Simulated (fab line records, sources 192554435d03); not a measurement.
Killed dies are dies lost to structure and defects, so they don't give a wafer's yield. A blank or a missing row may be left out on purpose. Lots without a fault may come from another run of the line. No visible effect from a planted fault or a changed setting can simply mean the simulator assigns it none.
Problem report, 8D (eight disciplines) form, completed by code    flow n5 finfet    the parts of the form that need people (team, actions taken, sign-off) are left out

1. PROBLEM STATEMENT
At N5_BEOL_M2_ETCH_64, bias w averages 202.3 W over 2 wafers from 2 lots, while fault-free wafers read 150.0 W, standard deviation 0.39. So: +99 or more standard deviations from the usual mean.
The step: etches SOC in N2/H2, target depth 75 nm, overetch 22.5 nm, time 121.9 s.
First observed at day 10 20:05: wafer L866.2, on rie diel-05. Wafers with a number at this step in the record: 27, from 9 lots. Rule for "out", or "out of limits": more than 4 standard deviations from the usual mean. The other wafers with a number count as sound.

2. WHAT IT IS AND WHAT IT IS NOT
question                     is                 is not
which readings at this step  bias w, rf vpp V   drypump motor current A, oes product au, showerhead plenum p Torr, temp c, throttle valve pct
which lots                   L866, L868         L849, L850, L853, L856, L860, L871, L872
which wafers of those lots   L866.2, L868.4     L866.1, L866.6, L868.3, L868.6
read on which tools          rie diel-05        rie diel-03, rie diel-04
when                         from day 10 20:05  up to then (17 sound wafers); but 8 sound wafers of L868, L871, L872 came after

3. THE SUSPECTS, EACH WITH WHAT RULES IT OUT
Counting: any tool at a process step up to the reading remains a suspect provided it ran every lot that is out. Sound lots after the first of them don't rule it out here, since some wafers of a struck lot are sound.
- pecvd-03 at N5_BEOL_M2_PECVD_72 (deposits SiO2 from TEOS/O2, target thk 16 nm, time 18 s): kept. It ran every lot that is out, first L866 (day 10 16:41); its last sound lot up to then is L853 (day 7 12:08).
- rie diel-05 at N5_BEOL_M2_DESCUM_16 (chemistry O2, time 7 s): kept. It ran every lot that is out, first L866 (day 10 20:01); its last sound lot up to then is L860 (day 9 08:58).
- rie diel-05 at N5_BEOL_M2_ETCH_64 (etches SOC in N2/H2, target depth 75 nm, overetch 22.5 nm, time 121.9 s): kept. It ran every lot that is out, first L866 (day 10 20:05); its last sound lot up to then is L860 (day 9 09:03). Its own readings are out on those wafers: bias w, rf vpp V.
- Within pecvd-03 at N5_BEOL_M2_PECVD_72: the wafers that are out ran in chamber 1; their sound lot-mates ran in chambers 0, 2.
- Within rie diel-05 at N5_BEOL_M2_DESCUM_16: the wafers that are out ran in chamber 2; their sound lot-mates ran in chambers 0, 1, 3.
- Within rie diel-05 at N5_BEOL_M2_ETCH_64: the wafers that are out ran in chamber 2; their sound lot-mates ran in chambers 0, 1, 3.
The count leaves pecvd-03 at N5_BEOL_M2_PECVD_72, rie diel-05 at N5_BEOL_M2_DESCUM_16, and rie diel-05 at N5_BEOL_M2_ETCH_64.

4. THE CAUSE (what the simulator had put in)
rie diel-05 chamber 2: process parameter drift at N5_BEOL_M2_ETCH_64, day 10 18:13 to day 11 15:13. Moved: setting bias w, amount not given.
Of the 3 suspects that counting leaves, this tool is one.

5. SEQUENCE OF EFFECTS, ordered by route
Each row: a reading where the mean over the struck wafers with a number is more than 3 standard deviations away from the usual. Only readings whose record carries a usual standard deviation are examined. hours: median over the lots of the time between each lot's start at the first step of this table that gives one and its start at this step. sigmas: the change, counted in usual standard deviations.
hours  step                reading   usual    on struck wafers  change  sigmas
0      N5_BEOL_M2_ETCH_64  bias w    150.0 W  202.3             +52.3   +99 or more
0      N5_BEOL_M2_ETCH_64  rf vpp V  524.7 V  633.1             +108.4  +49
Its process steps:
- N5_BEOL_M2_ETCH_64: etches SOC in N2/H2, target depth 75 nm, overetch 22.5 nm, time 121.9 s.
At these later measuring or inspecting steps, every struck wafer for which the step has a row has a number for every such reading, and none has moved that far: N5_BEOL_M4_RC_MEAS_101.

6. HOW IT WOULD HAVE BEEN CAUGHT EARLIER
In this record no reading fell out of limits until day 10 20:05, 2 hours after the fault had begun at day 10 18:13.
